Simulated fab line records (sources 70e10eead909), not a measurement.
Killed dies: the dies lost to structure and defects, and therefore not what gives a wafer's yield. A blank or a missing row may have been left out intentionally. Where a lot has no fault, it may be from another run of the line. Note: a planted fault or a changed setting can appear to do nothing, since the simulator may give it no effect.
fab line records ; flow nand-harc
record: lots: 12; wafers: 36; last-day: 33
route steps=1302 shown P_ZERO_WELL@46 P_STI@88 P_GATE@119 END@1302
lots that met no fault: from a run of the same line without faults
start-h: the number of hours between the record's first day and the start of the first shown wafer of the lot ; wait-h: how many hours have passed since the lot's step before this one ; " unchanged from the row above ; L1.1+2: one row covering several wafers at once ; - no value, or no start given ; * or withheld: withheld ; < > ~ a bound
route shown NAME@n: a module of which the file shows steps, and the number in the route of the first ; usual: mean/standard deviation of fault-free wafers ; same: alike in all rows ; chamber/n: place in a boat ; sites: readings site by site ; _std_site: the standard deviation of these ; _edge_site: outer sites' mean less inner sites' ; radius-mm: for every site, how far away it sits from the centre of the wafer ; mask NAME#n: copy n ; behind: the tool/chamber that last shaped the wafer ; hold: reason for holding the lot/hours on hold/outcome of the hold ; device: the transistor (n, p or np) that didn't switch ; end of line: at the end of the route, the tests of the same wafers ; for a step that has no rows: nothing shown but its recipe ; killed: dies lost to structure and defects at the first sort, not the wafer's yield ; map: per-die view of a wafer (x killed, . not killed, _ where there is no die)
set.NAME: the setting the step ran with; set.NAME@STEP: the setting that earlier step ran with ; model.NAME: the simulator's own value behind a step, which no gauge read
a sample of lots followed through the steps of the route, with each step as a table and each wafer as a row
services: when a tool's chamber went out of use (start-h, in hours from the record's first day, below 0 if earlier), for how many hours, and the reason
== steps ==
step: NHARC_P_ZERO_WELL_DESCUM_39
recipe: time-s: 3; o2-flow-sccm: 200; ar-flow-sccm: 0; bias-power-w: 0; chemistry: O2
usual: drypump-motor-current-A: 5.5/0.37; oes-product-au: 0.998/0.016; rf-vpp-V: 57.6/0.87; showerhead-plenum-p-Torr: 1.88/0.088; throttle-valve-pct: 11.311/0.0097
lot.wafer;tool;chamber;start-h;wait-h;drypump-motor-current-A;oes-product-au;rf-hours-counter-h;rf-vpp-V;showerhead-plenum-p-Torr;throttle-valve-pct
L880.1;rie-diel-06;0;34.63;-;5.5;0.966;27;57.9;1.77;11.308
L880.5;rie-diel-06;2;34.63;-;5.7;0.981;-;57.4;1.79;11.323
L880.4;rie-diel-06;0;34.63;-;5.5;0.961;-;56.4;1.77;11.297
L881.1;rie-diel-03;2;44.41;-;6.0;0.985;31;58.4;1.99;11.311
L881.3;rie-diel-03;0;44.41;-;6.1;0.992;42;57.5;1.87;11.313
L881.4;rie-diel-03;1;44.41;-;5.6;1.021;37;58.6;1.98;11.291
L882.2;rie-diel-09;0;54.22;-;5.8;1.011;27;56.4;1.77;11.307
L882.4;rie-diel-09;3;54.22;-;4.8;1.014;-;58.3;1.96;11.313
L882.6;rie-diel-09;0;54.22;-;5.8;1.018;-;56.9;1.77;11.307
L883.4;rie-diel-06;2;65.01;-;5.7;0.975;37;56.5;1.79;11.318
L883.1;rie-diel-06;0;65.01;-;5.4;0.966;38;55.9;1.77;11.305
L883.6;rie-diel-06;2;65.01;-;5.7;0.974;-;57.6;1.79;11.320
L885.3;rie-diel-03;0;84.42;-;6.1;0.996;53;56.2;1.87;11.304
L885.1;rie-diel-03;1;84.42;-;5.6;1.019;49;57.5;1.98;11.311
L885.2;rie-diel-03;2;84.42;-;6.0;1.000;44;58.4;1.98;11.302
L886.3;rie-diel-06;0;94.39;-;5.4;0.970;49;55.4;1.76;11.299
L886.1;rie-diel-06;1;94.39;-;4.9;1.006;47;56.3;1.89;11.308
L886.5;rie-diel-06;2;94.39;-;5.7;0.989;-;57.4;1.79;11.315
L887.3;rie-diel-03;1;104.14;-;5.6;1.012;53;58.0;1.98;11.312
L887.1;rie-diel-03;2;104.14;-;6.0;1.010;48;58.1;1.98;11.321
L887.4;rie-diel-03;3;104.14;-;5.8;1.012;52;57.6;1.87;11.310
L889.1;rie-diel-09;2;124.37;-;5.5;0.985;26;57.8;1.86;11.332
L889.4;rie-diel-09;3;124.37;-;4.9;0.996;53;57.8;1.95;11.301
L889.3;rie-diel-09;0;124.37;-;5.8;1.000;53;57.1;1.76;11.319
L898.1;rie-diel-09;3;214.79;-;4.8;1.008;24;57.9;1.94;11.304
L898.5;rie-diel-09;1;214.79;-;5.5;1.007;-;57.9;1.84;11.318
L898.6;rie-diel-09;3;214.79;-;4.9;1.005;-;56.6;1.94;11.311
L900.1;rie-diel-06;2;234.52;-;5.7;1.011;39;58.0;1.77;11.319
L900.3;rie-diel-06;3;234.52;-;5.4;0.996;37;57.5;1.76;11.300
L900.5;rie-diel-06;3;234.52;-;5.4;0.995;-;57.0;1.76;11.317
L901.1;rie-diel-03;0;244.39;-;6.1;0.976;39;58.6;1.85;11.306
L901.2;rie-diel-03;2;244.39;-;6.0;0.992;31;57.4;1.97;11.295
L901.4;rie-diel-03;0;244.39;-;6.1;0.982;-;58.5;1.85;11.309
L902.4;rie-diel-09;0;254.30;-;5.8;1.016;32;60.0;2.07;11.316
L902.1;rie-diel-09;1;254.30;-;5.5;1.024;32;56.9;1.84;11.315
L902.6;rie-diel-09;1;254.30;-;5.5;1.021;-;57.6;1.84;11.313
step: NHARC_P_STI_ETCH_42
recipe: target-depth-a: 800; overetch-a: 240; time-s: 61; ion-energy-ev: 200; n2-flow-sccm: 150; h2-flow-sccm: 150; ar-flow-sccm: 0; rf-w: 400; bias-w: 150; chemistry: N2/H2
usual: drypump-motor-current-A: 6.0/0.37; n2-flow-sccm: 149.9/0.47; oes-product-au: 1.000/0.014; rf-vpp-V: 431.6/2.8; showerhead-plenum-p-Torr: 2.08/0.094; throttle-valve-pct: 14.172/0.0092
lot.wafer;tool;chamber;start-h;wait-h;drypump-motor-current-A;n2-flow-sccm;oes-product-au;rf-hours-counter-h;rf-vpp-V;showerhead-plenum-p-Torr;throttle-valve-pct
L880.4;rie-diel-07;3;56.48;0.1;6.1;150.5;0.992;9;431.3;2.09;14.177
L880.1;rie-diel-07;2;56.48;0.1;5.7;149.5;1.009;9;426.4;1.90;14.174
L880.5;rie-diel-07;3;56.48;0.1;6.1;150.2;0.993;-;432.4;2.09;14.175
L881.1;rie-diel-10;3;65.15;0.1;6.2;149.4;0.991;6;427.8;1.96;14.172
L881.3;rie-diel-10;1;65.15;0.1;5.9;150.3;1.017;6;428.9;1.98;14.185
L881.4;rie-diel-10;2;65.15;0.1;5.6;150.7;0.992;6;434.6;2.17;14.180
L882.4;rie-diel-10;0;75.19;0.1;5.5;149.4;1.009;0;431.7;2.16;14.198
L882.2;rie-diel-10;1;75.19;0.1;5.9;149.7;1.040;0;429.1;1.98;14.174
L882.6;rie-diel-10;3;75.19;0.1;6.2;149.8;0.984;-;429.6;1.96;14.168
L883.4;rie-diel-10;3;85.43;0.1;6.2;148.6;0.987;1;429.1;1.96;14.172
L883.1;rie-diel-10;0;85.43;0.1;5.4;150.4;1.006;1;434.0;2.16;14.179
L883.6;rie-diel-10;2;85.43;0.1;5.6;149.7;1.008;-;433.5;2.17;14.190
L885.2;rie-diel-10;1;103.45;0.1;6.0;150.7;1.030;2;429.8;1.98;14.166
L885.1;rie-diel-10;2;103.45;0.1;5.6;150.1;1.010;1;433.3;2.17;14.169
L885.3;rie-diel-10;3;103.45;0.1;6.2;149.8;1.006;2;428.3;1.96;14.168
L886.3;rie-diel-07;3;113.91;0.1;6.1;149.7;0.986;14;432.6;2.09;14.169
L886.1;rie-diel-07;0;113.91;0.1;6.1;149.4;0.995;14;434.4;2.19;14.173
L886.5;rie-diel-07;1;113.91;0.1;6.4;149.8;1.003;-;432.1;2.06;14.183
L887.1;rie-diel-04;0;122.36;0.1;6.5;149.3;0.975;7;433.1;2.16;14.157
L887.3;rie-diel-04;1;122.36;0.1;5.2;150.5;0.988;7;430.2;2.02;14.161
L887.4;rie-diel-04;2;122.36;0.1;6.5;150.3;0.980;8;429.1;1.99;14.175
L889.3;rie-diel-04;3;143.58;0.1;5.9;150.4;0.997;9;434.1;2.19;14.171
L889.4;rie-diel-04;0;143.58;0.1;6.5;150.7;0.985;9;433.5;2.16;14.169
L889.1;rie-diel-04;1;143.58;0.1;5.2;149.7;0.988;8;430.9;2.02;14.164
L898.1;rie-diel-07;3;234.48;0.1;6.1;149.7;1.002;10;432.7;2.09;14.175
L898.6;rie-diel-07;0;234.48;0.1;6.1;150.3;0.977;-;434.7;2.18;14.186
L898.5;rie-diel-07;1;234.48;0.1;6.4;150.0;0.976;-;433.3;2.06;14.161
L900.1;rie-diel-10;2;254.11;0.1;5.6;150.6;0.992;0;435.1;2.17;14.174
L900.3;rie-diel-10;3;254.11;0.1;6.2;149.7;0.999;0;427.1;1.96;14.164
L900.5;rie-diel-10;1;254.11;0.1;5.9;150.7;1.011;-;426.9;1.98;14.182
L901.2;rie-diel-10;3;264.60;0.1;6.2;150.3;1.003;0;428.7;1.96;14.185
L901.4;rie-diel-10;0;264.60;0.1;5.4;150.7;0.987;0;433.9;2.15;14.173
L901.1;rie-diel-10;1;264.60;0.1;5.9;149.4;1.006;0;428.6;1.98;14.168
L902.4;rie-diel-07;0;276.02;0.1;6.1;149.9;0.985;13;435.6;2.18;14.153
L902.1;rie-diel-07;3;276.02;0.1;6.1;150.3;1.000;12;432.0;2.09;14.160
L902.6;rie-diel-07;1;276.02;0.1;6.4;149.5;0.997;-;432.5;2.05;14.170
step: NHARC_P_GATE_EXPOSE_08
recipe: na: 0.6; dose-mj: 16.75; mask-id: P_HV
lot.wafer;tool;chamber;start-h;wait-h;mask
L880.1+4+5;krf-scanner-01;0;94.83;-;P_HV#0
L881.1+3+4;krf-scanner-01;0;106.76;-;P_HV#0
L882.2+4+6;krf-scanner-04;0;112.19;-;P_HV#0
L883.1+4+6;krf-scanner-04;0;120.05;-;P_HV#0
L885.1+2+3;krf-scanner-01;0;144.20;-;P_HV#0
L886.1+3+5;krf-scanner-01;0;149.38;-;P_HV#0
L887.1+3+4;krf-scanner-01;0;161.51;-;P_HV#0
L889.1+3+4;krf-scanner-01;0;180.72;-;P_PSD#0
L898.1+5+6;krf-scanner-04;0;269.31;-;P_HV#0
L900.1+3+5;krf-scanner-04;0;292.19;-;P_HV#0
L901.1+2+4;krf-scanner-02;0;299.25;-;P_HV#0
L902.1+4+6;krf-scanner-02;0;312.95;-;P_HV#0
step: NHARC_P_GATE_CD_MEAS_11
recipe: target-cd-nm: 1640; landing-energy-ev: 500
usual: cd-nm: 1641.1/2.4
lot.wafer;tool;chamber;start-h;wait-h;cd-nm
L880.1;cd-sem-01;0;94.99;-;1642.4
L880.4;cd-sem-01;0;94.99;-;1643.5
L880.5;cd-sem-01;0;94.99;-;1639.1
L881.1;cd-sem-02;0;106.91;-;1640.8
L881.3;cd-sem-02;0;106.91;-;1641.0
L881.4;cd-sem-02;0;106.91;-;1641.4
L882.2;cd-sem-01;0;112.35;-;1640.0
L882.4;cd-sem-01;0;112.35;-;1639.1
L882.6;cd-sem-01;0;112.35;-;1644.7
L883.1;cd-sem-03;0;120.21;-;1641.8
L883.4;cd-sem-03;0;120.21;-;1639.7
L883.6;cd-sem-03;0;120.21;-;1644.5
L885.1;cd-sem-01;0;144.36;-;1638.8
L885.2;cd-sem-01;0;144.36;-;1640.2
L885.3;cd-sem-01;0;144.36;-;1638.2
L886.1;cd-sem-03;0;149.54;-;1641.8
L886.3;cd-sem-03;0;149.54;-;1641.5
L886.5;cd-sem-03;0;149.54;-;1645.4
L887.1;cd-sem-03;0;161.67;-;1643.3
L887.3;cd-sem-03;0;161.67;-;1640.6
L887.4;cd-sem-03;0;161.67;-;1643.4
L889.1;cd-sem-01;0;180.88;-;-
L889.3;cd-sem-01;0;180.88;-;-
L889.4;cd-sem-01;0;180.88;-;-
L898.1;cd-sem-03;0;269.46;-;1645.4
L898.5;cd-sem-03;0;269.46;-;1643.6
L898.6;cd-sem-03;0;269.46;-;1641.5
L900.1;cd-sem-03;0;292.35;-;1644.9
L900.3;cd-sem-03;0;292.35;-;1642.1
L900.5;cd-sem-03;0;292.35;-;1641.6
L901.1;cd-sem-01;0;299.40;-;1645.8
L901.2;cd-sem-01;0;299.40;-;1642.4
L901.4;cd-sem-01;0;299.40;-;1644.9
L902.1;cd-sem-01;0;313.11;-;1636.8
L902.4;cd-sem-01;0;313.11;-;1636.9
L902.6;cd-sem-01;0;313.11;-;1636.6
step: NHARC_P_GATE_CD_MEAS_59
recipe: target-cd-nm: 720; landing-energy-ev: 500
usual: cd-nm: 721.7/2.7
lot.wafer;tool;chamber;start-h;wait-h;cd-nm
L880.1;cd-sem-03;0;123.85;-;721.6
L880.4;cd-sem-03;0;123.85;-;724.8
L880.5;cd-sem-03;0;123.85;-;715.6
L881.1;cd-sem-03;0;136.22;-;722.9
L881.3;cd-sem-03;0;136.22;-;724.9
L881.4;cd-sem-03;0;136.22;-;727.2
L882.2;cd-sem-02;0;146.52;-;721.4
L882.4;cd-sem-02;0;146.52;-;723.8
L882.6;cd-sem-02;0;146.52;-;721.4
L883.1;cd-sem-01;0;152.07;-;719.4
L883.4;cd-sem-01;0;152.07;-;717.6
L883.6;cd-sem-01;0;152.07;-;722.4
L885.1;cd-sem-02;0;171.56;-;722.8
L885.2;cd-sem-02;0;171.56;-;723.5
L885.3;cd-sem-02;0;171.56;-;724.8
L886.1;cd-sem-01;0;178.26;-;718.9
L886.3;cd-sem-01;0;178.26;-;721.1
L886.5;cd-sem-01;0;178.26;-;718.6
L887.1;cd-sem-03;0;189.59;-;719.5
L887.3;cd-sem-03;0;189.59;-;723.6
L887.4;cd-sem-03;0;189.59;-;720.8
L889.1;cd-sem-03;0;214.05;-;722.6
L889.3;cd-sem-03;0;214.05;-;715.8
L889.4;cd-sem-03;0;214.05;-;715.2
L898.1;cd-sem-02;0;298.41;-;722.9
L898.5;cd-sem-02;0;298.41;-;722.1
L898.6;cd-sem-02;0;298.41;-;721.6
L900.1;cd-sem-02;0;321.95;-;721.6
L900.3;cd-sem-02;0;321.95;-;725.2
L900.5;cd-sem-02;0;321.95;-;722.2
L901.1;cd-sem-03;0;327.23;-;719.2
L901.2;cd-sem-03;0;327.23;-;717.9
L901.4;cd-sem-03;0;327.23;-;722.7
L902.1;cd-sem-03;0;341.16;-;724.2
L902.4;cd-sem-03;0;341.16;-;725.4
L902.6;cd-sem-03;0;341.16;-;722.5
step: NHARC_END_SORT_01
recipe: temp-c: 25
usual: killed-at-array: 59/17; killed-at-other: 0.9/1.6; killed-at-periphery: 3.7/2.3; killed-dies: 64/17; killed-open: 3.3/1.8; killed-short: 2.4/1.6
same: gross-dies: 677
lot.wafer;tool;chamber;start-h;wait-h;killed-at-array;killed-at-other;killed-at-periphery;killed-dies;killed-open;killed-short
L889.1;prober-01;0;676.74;2.5;42;0;635;677;4;3
L889.3;prober-01;0;678.34;3.1;50;0;627;677;3;1
L889.4;prober-01;0;679.14;3.4;43;0;634;677;3;2
killed by level:class
L889.1 P_GATE:area-expose=630 A_CHANNEL_HOLE_D1:chamber-film-flake=23 A_CHANNEL_HOLE_D2:chamber-film-flake=5 A_CONTACT:chamber-film-flake=5 A_STAIRCASE:chamber-film-flake=3 P_M0:geometric-particle:open=2 A_WL_FILL:geometric-particle:short=2 A_WL_FILL:chamber-film-flake=2
L889.3 P_GATE:area-expose=620 A_CHANNEL_HOLE_D1:chamber-film-flake=27 A_CONTACT:chamber-film-flake=11 A_CHANNEL_HOLE_D2:chamber-film-flake=5 P_M2:chamber-film-flake=4 A_STAIRCASE:chamber-film-flake=2 P_M2:geometric-particle:open=1 A_CHANNEL_FILL_D1:geometric-particle:short=1
L889.4 P_GATE:area-expose=629 A_CHANNEL_HOLE_D1:chamber-film-flake=23 A_CONTACT:chamber-film-flake=9 P_M2:chamber-film-flake=4 A_STAIRCASE:chamber-film-flake=3 A_SLIT:chamber-film-flake=2 A_CHANNEL_HOLE_D2:chamber-film-flake=2 P_M0:geometric-particle:short=1
== services ==
tool;chamber;start-h;hours;kind
krf-scanner-01;-;21.09;3.1;repair
rie-diel-09;1;26.16;13.5;repair
rie-diel-06;1;30.17;14.9;repair
rie-diel-09;2;35.61;59.6;repair
rie-diel-10;-;65.50;9.0;pm
rie-diel-07;1;77.06;8.7;repair
rie-diel-07;0;82.83;11.3;repair
rie-diel-07;3;96.60;10.5;repair
rie-diel-03;-;104.68;9.0;pm
rie-diel-07;-;117.20;9.0;pm
rie-diel-03;3;126.96;7.3;repair
rie-diel-06;-;130.25;9.0;pm
krf-scanner-01;-;140.00;4.0;pm
rie-diel-09;-;143.12;9.0;pm
rie-diel-03;-;154.30;1.0;repair
rie-diel-07;2;172.51;33.3;repair
rie-diel-07;-;174.56;0.2;repair
rie-diel-10;2;178.31;1.4;repair
rie-diel-10;3;195.13;11.9;repair
rie-diel-10;1;208.73;7.4;repair
rie-diel-10;-;242.50;9.0;pm
rie-diel-10;1;282.43;12.4;repair
rie-diel-10;3;296.05;4.8;repair
krf-scanner-01;-;312.00;4.0;pm
== key ==
first-sign: step: NHARC_P_GATE_EXPOSE_08; reading: mask; direction: changed
effect: step: NHARC_P_GATE_CD_MEAS_11; reading: cd-nm; direction: missing
effect: step: NHARC_END_SORT_01; reading: killed-at-periphery; direction: up; sigmas: 99+; usual: 3.7; struck: 632
more-kills-born-at: NHARC_P_GATE_EXPOSE_08@krf-scanner-01: 1879
met-at NHARC_P_GATE_EXPOSE_08
struck-lots L889
later-rows-left-out L889.1,L889.3,L889.4
tester-left-out L889
not-acting-at NHARC_P_ZERO_WELL_DESCUM_39,NHARC_P_STI_ETCH_42,NHARC_P_GATE_CD_MEAS_59
onset-between 161.51 180.72
fault: kind: wrong-mask; tool: any; chamber: -; onset-h: 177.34; steps: NHARC_P_GATE_EXPOSE_08; aux-copy: P_PSD#0; scope: struck-lots-only
tester-left-out: of these lots the tester's yield and bins aren't shown, on N5 and GAA mostly nor the transistor test; their killed dies are dies lost to structure and defects alone, not to doping, threshold or leakage, so they don't give the yield
later-rows-left-out: the simulator's readings of these wafers behind a module that went badly wrong aren't trusted and aren't shown, but for the sort
